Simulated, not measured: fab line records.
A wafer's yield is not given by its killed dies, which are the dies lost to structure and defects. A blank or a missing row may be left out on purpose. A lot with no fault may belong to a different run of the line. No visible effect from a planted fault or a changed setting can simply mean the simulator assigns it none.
fab line records | flow nand-harc
record lots=7 wafers=18 last-day=33
route steps=1302 shown A_CHANNEL_HOLE_D1@482 A_CHANNEL_FILL_D1@490 END@1302
lots untouched by any fault: they come from a run of this same line in which no faults occurred
start-h: start of the lot's first displayed wafer, in hours after the record's first day | wait-h: how many hours have passed since the lot's step before this one | " same as the row above | L1.1+2: one row covering several wafers at once | - no value, or no start given | * or withheld: withheld | < > ~ a bound
route shown NAME@n: a module of which the file shows steps, and the number in the route of the first | usual: the fault-free wafers' mean and standard deviation | same: alike in all rows | chamber/n: place in a boat | sites: per-site readings | _std_site: standard deviation of those values | _edge_site: inner sites' mean taken away from outer sites' mean | radius-mm: how far each site lies from the wafer's centre | mask NAME#n: copy n | behind: the most recent tool/chamber to have shaped the wafer | hold: what put the lot on hold/how long, in hours/how the hold closed | device: transistor that didn't switch, given as n, p or np | end of line: the tests these same wafers got at the end of their route | a step with no rows: only its recipe | killed: dies that structure and defects cost at the first sort, which is not the same as the wafer's yield | map: dies across one wafer; x = killed, . = not, _ = none there
set.NAME: the setting the step ran with; set.NAME@STEP: the setting that earlier step ran with | model.NAME: the simulator's own value behind a step, which no gauge read
lots seen at some steps along the route; tables by step, rows by wafer
services: when a tool's chamber went out of use (start-h, in hours from the record's first day, below 0 if earlier), for how many hours, and the reason
## steps
# step NHARC_A_CHANNEL_HOLE_D1_STRIP_43
# recipe o2-flow-sccm=400 cos-flow-sccm=20 ar-flow-sccm=0 bias-w=0 chemistry=O2/COS
# step NHARC_A_CHANNEL_HOLE_D1_ETCH_44
# recipe target-depth-a=1400 overetch-a=140 time-s=77 ion-energy-ev=100 cf4-flow-sccm=80 o2-flow-sccm=20 ar-flow-sccm=0 rf-w=300 bias-w=100 chemistry=CF4/O2
# usual drypump-motor-current-A=5.7/0.48 oes-product-au=0.996/0.0078 rf-vpp-V=197.8/1.2 showerhead-plenum-p-Torr=1.34/0.042 throttle-valve-pct=13.397/0.008
# columns lot.wafer tool chamber start-h wait-h drypump-motor-current-A oes-product-au rf-hours-counter-h rf-vpp-V showerhead-plenum-p-Torr throttle-valve-pct
L302.2 rie-diel-05 2 273.61 0.1 4.9 1.006 11 200.0 1.42 13.412
L302.4 " 3 " " 5.3 1.016 9 197.4 1.30 13.402
L302.3 " 0 " " 5.2 1.002 11 198.7 1.37 13.384
L303.4 rie-diel-12 2 289.26 0.1 5.7 1.004 1 197.2 1.30 13.399
L303.1 " 0 " " 6.5 1.002 1 199.1 1.38 13.404
L303.6 " 1 " " 5.1 0.995 - 196.3 1.32 13.395
L310.3 rie-diel-05 1 353.21 0.0 6.1 0.999 42 194.9 1.26 13.386
L310.6 " 1 " " 6.0 0.995 - 195.3 1.26 13.402
L311.3 rie-diel-12 0 374.48 0.1 6.5 0.990 9 198.5 1.38 13.382
L311.6 " 2 " " 5.7 0.990 - 196.9 1.30 13.396
L312.4 rie-diel-12 3 390.75 0.1 6.1 0.989 11 197.6 1.29 13.407
L312.3 " 0 " " 6.5 0.988 10 198.2 1.38 13.400
L314.4 rie-diel-01 1 394.99 0.1 6.1 0.990 1 199.0 1.42 13.406
L314.3 " 3 " " 5.9 1.011 1 200.2 1.36 13.389
L314.6 " 2 " " 5.5 1.001 - 199.2 1.35 13.400
L315.4 rie-diel-01 3 400.79 0.1 5.8 1.005 3 198.4 1.36 13.403
L315.2 " 2 " " 5.5 1.007 4 196.3 1.35 13.397
L315.5 " 0 " " 5.4 1.014 - 197.9 1.36 13.393
# step NHARC_A_CHANNEL_HOLE_D1_STRIP_27
# recipe o2-flow-sccm=500 ar-flow-sccm=0 bias-w=0 chemistry=O2
# step NHARC_A_CHANNEL_HOLE_D1_PRECLEAN_28
# recipe time-s=* temp-c=50 bath-age-min=0 chemistry=SC1
# step NHARC_A_CHANNEL_HOLE_D1_SRD_29
# step NHARC_A_CHANNEL_HOLE_D1_CD_MEAS_30
# usual cd-nm=90.0/1.1
# columns lot.wafer tool chamber start-h wait-h cd-nm
L302.2 cd-sem-02 - 274.43 - 89.1
L302.3 " - " " 90.2
L302.4 " - " " 89.7
L303.1 cd-sem-02 - 290.05 - 90.4
L303.4 " - " " 91.2
L303.6 " - " " 89.8
L310.3 cd-sem-01 - 354.02 - 92.3
L310.6 " - " " 90.7
L311.3 cd-sem-03 - 375.25 - 89.4
L311.6 " - " " 91.1
L312.3 cd-sem-02 - 391.55 - 90.6
L312.4 " - " " 89.9
L314.3 cd-sem-02 - 395.80 - 91.0
L314.4 " - " " 90.4
L314.6 " - " " 91.1
L315.2 cd-sem-02 - 401.59 - 91.5
L315.4 " - " " 91.5
L315.5 " - " " 90.5
# step NHARC_A_CHANNEL_HOLE_D1_XSEM_31
# recipe landing-energy-ev=35000
# usual bot-cd-nm=74.6/1.2 bow-nm=8.7/0.35 tilt-deg=0.09/0.049
# columns lot.wafer tool chamber start-h wait-h bot-cd-nm bow-nm tilt-deg
L302.2 xsem-01 0 274.52 0.1 73.6 8.7 0.06
L302.3 " 0 " " 75.0 8.7 0.06
L302.4 " 0 " " 73.7 8.8 0.05
L303.1 xsem-02 0 290.14 0.1 75.6 9.2 0.06
L303.4 " 0 " " 75.9 9.2 0.06
L303.6 " 0 " " 74.3 9.1 0.06
L310.3 xsem-01 0 354.12 0.1 77.0 8.6 0.21
L310.6 " 0 " " 75.0 8.8 0.21
L311.3 xsem-02 0 375.35 0.1 74.2 8.1 0.12
L311.6 " 0 " " 75.5 8.0 0.11
L312.3 xsem-01 0 391.64 0.1 75.0 8.4 0.11
L312.4 " 0 " " 74.6 8.3 0.11
L314.3 xsem-02 0 395.89 0.1 73.9 9.2 0.09
L314.4 " 0 " " 74.3 9.2 0.09
L314.6 " 0 " " 74.8 9.2 0.09
L315.2 xsem-02 0 401.68 0.1 75.8 8.3 0.00
L315.4 " 0 " " 76.1 8.2 0.00
L315.5 " 0 " " 75.1 8.2 0.00
# step NHARC_A_CHANNEL_HOLE_D1_INSPECT_40
# usual raw-defect-count=75/26
# columns lot.wafer tool chamber start-h wait-h raw-defect-count
L302.2 defect-inspect-02 - 274.61 - 93
L302.3 " - " " 114
L302.4 " - " " 102
L303.1 defect-inspect-01 - 290.24 - 109
L303.4 " - " " 129
L303.6 " - " " 108
L310.3 defect-inspect-02 - 354.22 - 71
L310.6 " - " " 46
L311.3 defect-inspect-02 - 375.44 - 68
L311.6 " - " " 49
L312.3 defect-inspect-01 - 391.73 - 43
L312.4 " - " " 50
L314.3 defect-inspect-02 - 395.98 - 72
L314.4 " - " " 69
L314.6 " - " " 52
L315.2 defect-inspect-02 - 401.78 - 66
L315.4 " - " " 56
L315.5 " - " " 75
# step NHARC_A_CHANNEL_FILL_D1_PRECLEAN_00
# recipe time-s=* temp-c=50 bath-age-min=0 chemistry=SC1
# step NHARC_A_CHANNEL_FILL_D1_SRD_01
# step NHARC_A_CHANNEL_FILL_D1_ALD_02
# recipe target-thk-a=60 pulse-time-s=10 ald-cycles=60 temp-c=300 material=SiO2
# usual ald-cycles=60/0 heater-power-w=501/48 precursor-pulse-height-rel=0.997/0.019
# columns lot.wafer tool chamber start-h wait-h ald-cycles heater-power-w precursor-pulse-height-rel since-wet-clean-h
L302.4 ald-hk-04 2 274.81 - 60 479 0.991 5
L302.3 " 3 " " 60 574 1.011 5
L302.2 " 0 " " 60 447 1.010 5
L303.4 ald-hk-03 2 290.43 - 60 495 0.980 66
L303.1 " 1 " " 60 493 0.994 67
L303.6 " 3 " " 60 547 0.983 -
L310.3 ald-hk-03 2 354.41 - 60 467 0.979 130
L310.6 " 3 " " 60 557 0.999 -
L311.3 ald-hk-03 0 375.81 0.3 60 493 0.986 152
L311.6 " 2 " " 60 476 0.986 -
L312.3 ald-hk-01 0 394.52 - 60 501 0.988 85
L312.4 " 2 " " 60 590 1.019 85
L314.3 ald-hk-01 3 397.96 - 60 457 0.986 89
L314.4 " 0 " " 60 493 1.019 89
L314.6 " 0 " " 60 477 1.010 -
L315.4 ald-hk-01 0 402.05 - 60 499 1.014 93
L315.2 " 2 " " 60 585 0.987 93
L315.5 " 3 " " 60 454 0.966 -
# step NHARC_A_CHANNEL_FILL_D1_ALD_03
# recipe target-thk-a=60 pulse-time-s=60 ald-cycles=58 temp-c=630 pressure-torr=2 material=SiNx
# usual ald-cycles=58/0 precursor-pulse-height-rel=0.998/0.019
# columns lot.wafer tool chamber start-h wait-h ald-cycles precursor-pulse-height-rel
L302.2 ald-sin-batch-03 0 - - 58 1.000
L302.3 " 0 " " 58 1.009
L302.4 " 0 " " 58 1.028
L303.1 ald-sin-batch-01 0 - - 58 0.997
L303.4 " 0 " " 58 1.012
L303.6 " 0 " " 58 0.988
L310.3 ald-sin-batch-02 0 - - 58 1.021
L310.6 " 0 " " 58 0.993
L311.3 ald-sin-batch-01 0 - - 58 1.004
L311.6 " 0 " " 58 1.006
L312.3 ald-sin-batch-01 0 - - 58 0.984
L312.4 " 0 " " 58 0.998
L314.3 ald-sin-batch-03 0 - - 58 1.039
L314.4 " 0 " " 58 1.024
L314.6 " 0 " " 58 1.001
L315.2 ald-sin-batch-03 0 - - 58 1.016
L315.4 " 0 " " 58 1.026
L315.5 " 0 " " 58 0.983
# step NHARC_A_CHANNEL_FILL_D1_ALD_14
# recipe target-thk-a=25 pulse-time-s=10 ald-cycles=25 temp-c=300 material=SiO2
# usual ald-cycles=25/0 heater-power-w=496/51 precursor-pulse-height-rel=1.000/0.021
# columns lot.wafer tool chamber start-h wait-h ald-cycles heater-power-w precursor-pulse-height-rel since-wet-clean-h
L302.4 ald-hk-04 0 279.66 0.0 25 438 1.011 10
L302.2 " 1 " " 25 460 0.984 10
L302.3 " 2 " " 25 499 1.031 10
L303.1 ald-hk-01 0 297.46 0.0 25 486 0.987 166
L303.4 " 2 " " 25 558 1.000 166
L303.6 " 0 " " 25 486 0.983 -
L310.3 ald-hk-01 2 360.89 0.2 11 594 0.984 51
L310.6 " 0 " " 25 479 0.984 -
L311.3 ald-hk-01 1 382.86 0.2 11 471 0.988 73
L311.6 " 3 " " 25 451 1.022 -
L312.4 ald-hk-01 3 401.50 0.1 11 450 0.991 92
L312.3 " 1 " " 11 472 1.014 92
L314.4 ald-hk-04 3 405.00 0.0 25 570 0.985 135
L314.3 " 2 " " 25 495 0.972 136
L314.6 " 0 " " 25 441 0.997 -
L315.4 ald-hk-03 1 408.97 0.0 25 488 0.982 6
L315.2 " 0 " " 25 486 1.000 6
L315.5 " 1 " " 25 480 1.012 -
# step NHARC_A_CHANNEL_FILL_D1_ALD_15
# recipe target-thk-a=20 pulse-time-s=60 ald-cycles=19 temp-c=630 pressure-torr=2 material=SiNx
# usual ald-cycles=19/0 precursor-pulse-height-rel=1.002/0.019
# columns lot.wafer tool chamber start-h wait-h ald-cycles precursor-pulse-height-rel
L302.2 ald-sin-batch-01 0 - - 19 1.035
L302.3 " 0 " " 19 0.988
L302.4 " 0 " " 19 0.997
L303.1 ald-sin-batch-03 0 - - 19 1.020
L303.4 " 0 " " 19 1.004
L303.6 " 0 " " 19 0.974
L310.3 ald-sin-batch-02 0 - - 19 1.024
L310.6 " 0 " " 19 0.975
L311.3 ald-sin-batch-02 0 386.07 3.1 19 0.997
L311.6 " 0 " " 19 1.018
L312.3 ald-sin-batch-01 0 - - 19 0.974
L312.4 " 0 " " 19 1.020
L314.3 ald-sin-batch-01 0 - - 19 1.012
L314.4 " 0 " " 19 0.997
L314.6 " 0 " " 19 1.008
L315.2 ald-sin-batch-01 0 - - 19 1.005
L315.4 " 0 " " 19 0.978
L315.5 " 0 " " 19 0.970
# step NHARC_END_SORT_01
# recipe temp-c=25
# usual killed-at-array=46/15 killed-at-other=0.8/1.1 killed-at-periphery=4.0/2.9 killed-dies=50/15 killed-open=3.2/1.8 killed-short=2.3/1.6
# same gross-dies=677
# columns lot.wafer tool chamber start-h wait-h killed-at-array killed-at-other killed-at-periphery killed-dies killed-open killed-short
L303.4 prober-01 0 685.50 3.5 39 1 2 42 8 1
L303.6 prober-01 0 687.13 4.1 35 0 4 39 7 5
# killed by level:class
L303.4 A_CHANNEL_HOLE_D1:chamber-film-flake=28 A_CONTACT:geometric-particle:open=2 A_CONTACT:chamber-film-flake=2 P_M0:geometric-particle:open=1 A_SOURCE_PLATE:geometric-particle:open=1 A_ONON_D2:geometric-particle:open=1 A_CHANNEL_FILL_D2:geometric-particle:open=1 A_WL_FILL:geometric-particle:open=1
L303.6 A_CHANNEL_HOLE_D1:chamber-film-flake=17 A_CONTACT:chamber-film-flake=7 P_M0:geometric-particle:open=3 A_ONON_D2:geometric-particle:short=2 A_CHANNEL_FILL_D2:geometric-particle:open=2 A_WL_FILL:geometric-particle:short=2 A_ONON_D2:geometric-particle:open=1 A_CHANNEL_FILL_D2:geometric-particle:short=1
## services
# columns tool chamber start-h hours kind
ald-hk-04 - 256.31 3.3 repair
ald-sin-batch-02 - 266.00 26.0 pm
rie-diel-12 - 268.40 9.0 pm
ald-hk-01 - 299.49 10.0 pm
ald-hk-01 0 299.49 10.0 vent-cycle
ald-hk-01 1 299.49 10.0 vent-cycle
ald-hk-01 2 299.49 10.0 vent-cycle
ald-hk-01 3 299.49 10.0 vent-cycle
ald-hk-01 0 309.49 - clean
ald-hk-01 1 309.49 - clean
ald-hk-01 2 309.49 - clean
ald-hk-01 3 309.49 - clean
rie-diel-12 3 337.64 1.8 repair
rie-diel-01 - 352.43 0.6 repair
ald-hk-01 - 365.90 0.8 repair
xsem-01 - 374.00 14.0 pm
rie-diel-01 - 381.64 9.0 pm
ald-sin-batch-02 - 390.89 23.5 repair
ald-hk-03 2 393.26 10.0 vent-cycle
ald-hk-03 3 393.26 10.0 vent-cycle
rie-diel-12 1 393.93 9.4 repair
ald-hk-03 0 403.26 - clean
ald-hk-03 1 403.26 - clean
rie-diel-05 - 406.83 9.0 pm
## key
first-sign step=NHARC_A_CHANNEL_FILL_D1_ALD_14 reading=ald-cycles direction=down sigmas=99+ usual=25 struck=11
effect none on later readings
met-at NHARC_A_CHANNEL_FILL_D1_ALD_14
struck-wafers L310.3,L311.3,L312.3,L312.4
tester-left-out L310,L311,L312
onset-between 297.46 360.89
fault kind=process-parameter-drift tool=ald-hk-01 chamber=- onset-h=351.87 steps=NHARC_A_CHANNEL_FILL_D1_ALD_14 channel=ald-cycles offset=-14 shape=step end-h=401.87 scope=struck-wafers-only acts-in=these-recipes-only stated=25
# tester-left-out: of these lots the tester's yield and bins aren't shown, on N5 and GAA mostly nor the transistor test; their killed dies are dies lost to structure and defects alone, not to doping, threshold or leakage, so they don't give the yield
